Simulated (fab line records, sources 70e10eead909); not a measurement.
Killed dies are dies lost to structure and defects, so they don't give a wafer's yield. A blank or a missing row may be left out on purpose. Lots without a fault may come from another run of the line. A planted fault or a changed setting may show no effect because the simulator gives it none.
fab line records | flow nand_harc
record lots=12 wafers=36 last_day=24
route steps=1159 shown A_STAIRCASE@646 END@1159
lots that met no fault: from a run of the same line without faults
start_h: hours from the record's first day to the start of the lot's first wafer shown | wait_h: hours since the lot's step before | " the same as in the row above | L1.1+2: a row that stands for several wafers | - no value, or no start given | * or withheld: withheld | < > ~ a bound
route shown NAME@n: a module of which the file shows steps, and the number in the route of the first | usual: mean/standard deviation of fault-free wafers | same: alike in all rows | chamber/n: place in a boat | sites: the reading at each site | _std_site: their standard deviation | _edge_site: outer sites' mean less inner sites' | radius_mm: how far each site lies from the wafer's centre | mask NAME#n: copy n | behind: the tool/chamber that last shaped the wafer | hold: why the lot was held/for how many hours/how that ended | device: the transistor (n, p or np) that didn't switch | end of line: the same wafers' tests at the end of the route | a step without rows: its recipe alone | killed: dies lost to structure and defects at the first sort, not the wafer's yield | map: a wafer's dies, x killed, . not, _ none there
set.NAME: the setting as run; set.NAME@STEP: as run at that earlier step | model.NAME: the simulator's own value behind a step, which no gauge read
steps of the route over a sample of lots; a table a step, a row a wafer
services: from which hour (start_h, from the record's first day; less than 0 if before it) a tool's chamber was out of use, for how many hours, and why
## steps
# step NHARC_A_STAIRCASE_DESCUM_252
# recipe time_s=3 o2_flow_sccm=200 ar_flow_sccm=0 bias_power_w=0 chemistry=O2
# usual drypump_motor_current_A=5.8/0.48 oes_product_au=1.002/0.01 rf_vpp_V=57.7/0.89 showerhead_plenum_p_Torr=1.88/0.09 throttle_valve_pct=11.312/0.0093
# columns lot.wafer tool chamber start_h wait_h drypump_motor_current_A oes_product_au rf_hours_counter_h rf_vpp_V showerhead_plenum_p_Torr throttle_valve_pct
L207.3 rie_diel-05 2 259.66 - 6.4 1.013 34 58.7 2.06 11.297
L207.1 " 0 " " 5.9 1.006 35 57.6 1.79 11.322
L207.6 " 2 " " 6.4 1.021 - 56.4 2.06 11.304
L206.2 rie_diel-05 3 262.15 - 4.8 0.999 30 58.7 1.86 11.313
L206.3 " 0 " " 5.9 0.989 36 57.1 1.79 11.306
L206.5 " 2 " " 6.4 1.005 - 59.4 2.07 11.323
L210.4 rie_diel-08 1 266.75 - 6.5 0.985 37 56.9 1.80 11.314
L210.1 " 2 " " 6.1 1.028 51 57.6 1.77 11.289
L210.5 " 1 " " 6.5 0.998 - 57.6 1.80 11.315
L209.3 rie_diel-05 2 270.61 - 6.4 0.997 37 58.4 2.06 11.310
L209.6 " 3 " " 4.8 1.004 - 57.0 1.86 11.311
L209.5 " 0 " " 5.9 0.991 - 56.9 1.79 11.316
L211.4 rie_diel-08 0 271.17 - 5.9 1.019 - 57.8 1.80 11.315
L211.5 " 2 " " 6.1 1.012 - 56.1 1.77 11.311
L211.6 " 3 " " 6.0 1.006 - 59.1 1.88 11.306
L216.1 rie_diel-05 2 302.47 - 6.3 1.004 44 58.3 2.06 11.329
L216.5 " 2 " " 6.4 1.005 - 58.7 2.06 11.297
L216.6 " 3 " " 4.8 1.009 - 58.5 1.85 11.324
L226.1 rie_diel-02 1 359.91 - 5.7 1.002 8 56.2 1.93 11.320
L226.3 " 2 " " 5.7 1.003 10 56.6 1.81 11.319
L226.6 " 0 " " 6.3 0.996 - 57.9 1.87 11.316
L224.1 rie_diel-08 3 361.22 - 6.1 0.990 21 57.9 1.87 11.319
L224.2 " 1 " " 6.5 1.001 23 57.6 1.79 11.310
L224.6 " 0 " " 5.8 1.003 - 57.3 1.78 11.309
L225.4 rie_diel-08 1 361.87 - 6.5 1.000 23 56.8 1.79 11.328
L225.3 " 3 " " 6.0 0.983 21 58.7 1.87 11.302
L225.6 " 0 " " 5.8 0.995 - 57.6 1.78 11.291
L227.4 rie_diel-05 2 370.89 - 6.3 0.995 8 57.7 2.05 11.315
L227.5 " 0 " " 5.9 0.983 - 57.4 1.78 11.319
L227.6 " 1 " " 6.0 1.015 - 58.5 1.83 11.321
L228.1 rie_diel-08 3 374.14 - 6.0 0.992 23 56.5 1.87 11.305
L228.2 " 0 " " 5.8 1.004 26 57.3 1.78 11.314
L228.5 " 0 " " 5.8 1.004 - 58.4 1.78 11.306
L229.1 rie_diel-05 3 385.99 - 4.8 0.992 13 57.4 1.85 11.314
L229.2 " 2 " " 6.3 0.989 13 58.2 2.05 11.326
L229.5 " 3 " " 4.8 1.000 - 56.7 1.85 11.297
# step NHARC_A_STAIRCASE_ETCH_253
# recipe target_depth_a=500 time_s=20.2 ion_energy_ev=400 c4f8_flow_sccm=20 o2_flow_sccm=10 ar_flow_sccm=withheld rf_w=600 bias_w=1000 chemistry=C4F8/O2
# usual oes_product_au=0.957/0.023 rf_vpp_V=893/5.6
# columns lot.wafer tool chamber start_h wait_h oes_product_au rf_hours_counter_h rf_vpp_V
L207.1 rie_diel-05 2 259.75 0.1 0.941 34 905
L207.3 " 1 " " 0.957 40 892
L207.6 " 3 " " 0.950 - 892
L206.3 rie_diel-05 3 262.22 0.1 0.986 30 892
L206.2 " 1 " " 0.966 40 890
L206.5 " 0 " " 0.976 - 889
L210.1 rie_diel-08 2 266.83 0.1 0.998 51 887
L210.4 " 2 " " 0.987 - 887
L210.5 " 3 " " 0.986 - 893
L209.3 rie_diel-05 0 270.67 0.1 0.958 38 889
L209.5 " 3 " " 0.957 - 892
L209.6 " 0 " " 0.961 - 887
L211.6 rie_diel-08 2 271.26 0.0 0.963 - 886
L211.4 " 3 " " 0.959 - 894
L211.5 " 0 " " 0.977 - 889
L216.1 rie_diel-05 0 302.56 0.1 0.913 49 887
L216.5 " 0 " " 0.910 - 889
L216.6 " 1 " " 0.928 - 891
L226.1 rie_diel-02 0 359.98 0.1 0.968 9 894
L226.3 " 1 " " 0.977 8 896
L226.6 " 0 " " 0.970 - 892
L224.2 rie_diel-08 1 361.31 0.1 0.916 23 888
L224.1 " 2 " " 0.929 21 907
L224.6 " 0 " " 0.919 - 888
L225.4 rie_diel-08 3 361.95 0.1 0.908 21 893
L225.3 " 1 " " 0.921 23 887
L225.6 " 3 " " 0.913 - 893
L227.4 rie_diel-05 2 370.96 0.1 0.973 8 904
L227.5 " 2 " " 0.966 - 905
L227.6 " 3 " " 0.977 - 890
L228.2 rie_diel-08 0 374.46 0.3 0.953 26 887
L228.1 " 1 " " 0.950 26 889
L228.5 " 1 " " 0.954 - 888
L229.1 rie_diel-05 1 386.08 0.1 0.993 12 890
L229.2 " 2 " " 0.975 13 904
L229.5 " 2 " " 0.970 - 906
# step NHARC_A_STAIRCASE_DEP_301
# recipe target_thk_a=300 target_thk_nm=30 temp_c=400 pressure_torr=3.5 flow_sccm=200 rf_w=350 material=SiON
# usual heater_power_w=714/88 rf_fwd_power_W=348.7/1 showerhead_vpp_V=1122/40
# columns lot.wafer tool chamber start_h wait_h heater_power_w rf_fwd_power_W showerhead_vpp_V
L207.1 pecvd-04 0 267.54 1.6 627 349.4 1149
L207.3 " 2 " " 679 348.6 1083
L207.6 " 2 " " 661 349.3 1081
L206.3 pecvd-04 2 273.29 1.0 679 348.4 1093
L206.2 " 0 " " 635 349.4 1131
L206.5 " 1 " " 828 348.7 1084
L210.1 pecvd-03 0 275.79 1.6 750 349.6 1155
L210.4 " 2 " " 729 349.6 1157
L210.5 " 1 " " 655 350.1 1062
L209.3 pecvd-03 1 278.75 1.0 680 348.8 1059
L209.5 " 0 " " 698 349.1 1143
L209.6 " 1 " " 686 349.9 1049
L211.6 pecvd-03 0 280.18 0.1 859 348.0 1133
L211.4 " 1 " " 621 348.1 1069
L211.5 " 2 " " 828 348.4 1143
L216.1 pecvd-03 2 312.33 1.6 715 349.0 1146
L216.5 " 0 " " 781 208.1 887
L216.6 " 1 " " 653 348.5 1055
L226.3 pecvd-02 2 370.11 0.9 694 348.1 1215
L226.1 " 0 " " 597 347.0 1129
L226.6 " 2 " " 713 349.1 1191
L225.3 pecvd-03 0 372.44 1.0 664 348.8 1148
L225.4 " 2 " " 734 348.2 1132
L225.6 " 1 " " 606 349.0 1083
L224.2 pecvd-03 0 372.72 1.3 670 348.0 1142
L224.1 " 2 " " 748 347.6 1150
L224.6 " 2 " " 733 349.5 1157
L227.6 pecvd-03 0 380.06 0.1 714 346.7 1141
L227.5 " 1 " " 586 350.5 1063
L227.4 " 2 " " 710 348.1 1154
L228.1 pecvd-03 0 382.38 1.6 745 350.9 1153
L228.2 " 1 " " 658 349.6 1080
L228.5 " 0 " " 769 350.2 1154
L229.2 pecvd-02 0 394.21 1.3 630 349.9 1148
L229.1 " 1 " " 920 346.6 1154
L229.5 " 1 " " 939 348.4 1163
# step NHARC_A_STAIRCASE_ETCH_313
# recipe cf4_flow_sccm=100 chf3_flow_sccm=30 ar_flow_sccm=0 rf_w=500 bias_w=200 chemistry=CF4/CHF3
# usual drypump_motor_current_A=5.9/0.46 oes_product_au=0.946/0.021 rf_vpp_V=369.9/2.5 showerhead_plenum_p_Torr=1.55/0.075 throttle_valve_pct=16.803/0.0094
# columns lot.wafer tool chamber start_h wait_h drypump_motor_current_A oes_product_au rf_hours_counter_h rf_vpp_V showerhead_plenum_p_Torr throttle_valve_pct
L207.3 rie_diel-08 0 268.66 0.1 5.8 0.952 51 367.6 1.48 16.804
L207.1 " 3 " " 6.0 0.952 55 370.2 1.55 16.786
L207.6 " 0 " " 5.8 0.948 - 368.2 1.48 16.791
L206.2 rie_diel-02 0 274.33 0.1 6.3 0.921 45 370.6 1.54 16.798
L206.3 " 2 " " 5.7 0.913 46 368.8 1.50 16.814
L206.5 " 1 " " 5.7 0.920 - 371.0 1.60 16.809
L210.4 rie_diel-08 0 276.83 0.1 5.8 0.994 53 367.0 1.48 16.787
L210.1 " 2 " " 6.0 0.965 53 366.3 1.46 16.804
L210.5 " 3 " " 6.0 0.990 - 369.6 1.55 16.800
L209.3 rie_diel-05 0 279.65 0.1 5.9 0.926 40 366.5 1.48 16.793
L209.5 " 2 " " 6.4 0.924 - 374.5 1.69 16.785
L209.6 " 3 " " 4.8 0.938 - 369.1 1.53 16.790
L211.4 rie_diel-08 3 281.06 0.1 6.0 0.969 59 369.5 1.55 16.814
L211.6 " 1 " " 6.5 0.941 - 368.6 1.48 16.800
L211.5 " 2 " " 6.1 0.964 - 367.0 1.46 16.819
L216.1 rie_diel-08 3 313.34 0.1 6.0 0.971 0 370.1 1.55 16.811
L216.6 " 2 " " 6.0 0.985 - 373.3 1.70 16.802
L216.5 " 3 " " 6.0 0.966 - 369.6 1.55 16.805
L226.1 rie_diel-08 1 371.21 0.1 6.4 0.925 25 365.8 1.48 16.818
L226.3 " 2 " " 6.0 0.938 23 374.6 1.69 16.793
L226.6 " 2 " " 6.0 0.929 - 374.9 1.69 16.811
L225.4 rie_diel-02 0 373.48 0.1 6.3 0.927 14 370.1 1.54 16.813
L225.3 " 1 " " 5.7 0.937 15 370.8 1.59 16.790
L225.6 " 1 " " 5.7 0.932 - 371.6 1.59 16.814
L224.1 rie_diel-08 2 373.68 0.1 6.0 0.965 23 374.0 1.69 16.791
L224.2 " 3 " " 6.0 0.958 23 369.3 1.54 16.804
L224.6 " 2 " " 6.0 0.963 - 375.4 1.69 16.803
L227.4 rie_diel-02 3 381.09 0.1 4.9 0.972 18 371.9 1.60 16.792
L227.6 " 0 " " 6.3 0.974 - 369.0 1.54 16.789
L227.5 " 1 " " 5.7 0.973 - 371.1 1.59 16.799
L228.1 rie_diel-08 2 383.42 0.2 6.1 0.955 27 375.5 1.69 16.803
L228.2 " 1 " " 6.5 0.967 29 366.9 1.48 16.805
L228.5 " 2 " " 6.0 0.948 - 374.4 1.69 16.813
L229.2 rie_diel-05 1 395.14 0.1 6.0 0.960 16 369.1 1.51 16.810
L229.1 " 3 " " 4.8 0.952 16 368.8 1.52 16.810
L229.5 " 2 " " 6.3 0.955 - 375.7 1.68 16.793
# step NHARC_END_SORT_01
# recipe temp_c=25
# usual killed_at_array=29/10 killed_at_other=0.7/1 killed_at_periphery=3.7/2.6 killed_dies=33/10 killed_open=3.4/1.8 killed_short=1.8/1.3
# same gross_dies=677
# columns lot.wafer tool chamber start_h wait_h killed_at_array killed_at_other killed_at_periphery killed_dies killed_open killed_short
L211.4 prober-01 0 465.94 3.4 17 0 1 18 1 1
L211.5 prober-01 0 466.75 3.7 27 2 1 30 2 1
L211.6 prober-01 0 467.56 4.0 21 3 5 29 5 5
L216.1 prober-01 0 483.91 2.5 21 0 3 24 2 0
L216.5 prober-01 0 487.09 3.7 27 0 1 28 1 1
L216.6 prober-01 0 487.89 4.0 30 0 0 30 3 1
L225.3 prober-02 0 553.09 3.1 20 0 3 23 3 2
L225.4 prober-02 0 553.89 3.4 24 0 6 30 4 2
L225.6 prober-02 0 555.49 4.0 24 0 2 26 3 2
# killed by level:class
L211.4 A_SLIT:chamber_film_flake=6 A_CONTACT:chamber_film_flake=3 A_STAIRCASE:chamber_film_flake=2 A_WL_FILL:chamber_film_flake=2 A_ONON_D1:geometric_particle:open=1 A_SGD_CUT:geometric_particle:short=1 P_ZERO_WELL:chamber_film_flake=1 A_ZERO_WELL:chamber_film_flake=1
L211.5 A_SLIT:chamber_film_flake=13 A_CONTACT:chamber_film_flake=6 A_STAIRCASE:chamber_film_flake=4 A_CHANNEL_HOLE_D1:chamber_film_flake=2 A_SOURCE_PLATE:geometric_particle:open=1 A_CONTACT:geometric_particle:open=1 STARTING-WAFER:geometric_particle:short=1 P_ZERO_WELL:chamber_film_flake=1
L211.6 A_SLIT:chamber_film_flake=5 A_CONTACT:chamber_film_flake=4 A_CHANNEL_HOLE_D1:chamber_film_flake=3 A_STAIRCASE:chamber_film_flake=3 A_CONTACT:geometric_particle:open=2 P_GATE:geometric_particle:open=1 P_CONTACT:geometric_particle:short=1 P_M0:geometric_particle:short=1
L216.1 A_SLIT:chamber_film_flake=9 A_CONTACT:chamber_film_flake=4 A_CHANNEL_HOLE_D1:chamber_film_flake=3 A_STAIRCASE:chamber_film_flake=2 P_M0:geometric_particle:open=1 A_CHANNEL_FILL_D1:geometric_particle:open=1 P_ZERO_WELL:chamber_film_flake=1 P_GATE:chamber_film_flake=1
L216.5 A_CHANNEL_HOLE_D1:chamber_film_flake=8 A_SLIT:chamber_film_flake=8 A_STAIRCASE:chamber_film_flake=6 A_CONTACT:chamber_film_flake=3 A_CHANNEL_FILL_D1:geometric_particle:open=1 A_CONTACT:geometric_particle:short=1 P_STI:chamber_film_flake=1
L216.6 A_SLIT:chamber_film_flake=13 A_CHANNEL_HOLE_D1:chamber_film_flake=7 A_CONTACT:chamber_film_flake=3 A_CONTACT:geometric_particle:open=2 A_STAIRCASE:chamber_film_flake=2 A_CHANNEL_FILL_D1:geometric_particle:open=1 A_CHANNEL_FILL_D1:geometric_particle:short=1 A_ZERO_WELL:chamber_film_flake=1
L225.3 A_CHANNEL_HOLE_D1:chamber_film_flake=7 A_CONTACT:chamber_film_flake=4 A_WL_FILL:geometric_particle:short=2 A_STAIRCASE:chamber_film_flake=2 A_WL_FILL:chamber_film_flake=2 A_STAIRCASE:geometric_particle:open=1 A_BLC:geometric_particle:open=1 A_M0:geometric_particle:open=1
L225.4 A_CHANNEL_HOLE_D1:chamber_film_flake=8 A_WL_FILL:chamber_film_flake=5 A_CONTACT:chamber_film_flake=4 P_GATE:chamber_film_flake=3 A_STAIRCASE:chamber_film_flake=2 P_CONTACT:geometric_particle:open=1 A_CHANNEL_FILL_D1:geometric_particle:short=1 A_CONTACT:geometric_particle:short=1
L225.6 A_CHANNEL_HOLE_D1:chamber_film_flake=7 A_STAIRCASE:chamber_film_flake=5 A_CONTACT:chamber_film_flake=4 A_WL_FILL:chamber_film_flake=3 A_ONON_D1:geometric_particle:short=2 A_M0:geometric_particle:open=2 A_CHANNEL_FILL_D1:geometric_particle:open=1 P_GATE:chamber_film_flake=1
## services
# columns tool chamber start_h hours kind
rie_diel-08 0 257.67 - clean
rie_diel-08 1 257.67 - clean
rie_diel-08 2 257.67 - clean
rie_diel-08 3 257.67 - clean
rie_diel-08 1 266.83 8.9 repair
rie_diel-08 0 282.33 - clean
rie_diel-08 1 282.33 - clean
rie_diel-08 2 282.33 - clean
rie_diel-08 3 282.33 - clean
rie_diel-05 2 290.67 5.8 repair
pecvd-03 - 292.64 13.0 pm
pecvd-04 0 299.85 14.3 repair
rie_diel-08 - 302.57 9.0 pm
rie_diel-08 0 302.57 9.0 vent_cycle
rie_diel-08 1 302.57 9.0 vent_cycle
rie_diel-08 2 302.57 9.0 vent_cycle
rie_diel-05 0 326.59 4.0 repair
rie_diel-02 - 327.84 9.0 pm
pecvd-02 - 334.21 13.0 pm
rie_diel-05 - 340.75 9.0 pm
pecvd-03 - 349.34 0.9 repair
pecvd-04 - 376.04 13.0 pm
pecvd-04 0 391.06 6.0 repair
rie_diel-08 1 393.69 15.0 repair
## key
first_sign step=NHARC_A_STAIRCASE_DEP_301 reading=rf_fwd_power_W direction=down sigmas=99+ usual=* struck=*
effect step=NHARC_A_STAIRCASE_DEP_301 reading=showerhead_vpp_V direction=down sigmas=5.8 usual=1122 struck=887
met_at NHARC_A_STAIRCASE_DEP_301
struck_lots L216
struck_wafers L216.5
tester_left_out L216
not_acting_at NHARC_A_STAIRCASE_DESCUM_252,NHARC_A_STAIRCASE_ETCH_253,NHARC_A_STAIRCASE_ETCH_313
onset_between 280.18 312.33
fault kind=process_parameter_drift tool=pecvd-03 chamber=0 onset_h=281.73 steps=NHARC_A_STAIRCASE_DEP_301 channel=rf_w offset=* shape=step end_h=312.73 acts_in=* stated=*
# tester_left_out: of these lots the tester's yield and bins aren't shown, on N5 and GAA mostly nor the transistor test; their killed dies are dies lost to structure and defects alone, not to doping, threshold or leakage, so they don't give the yield
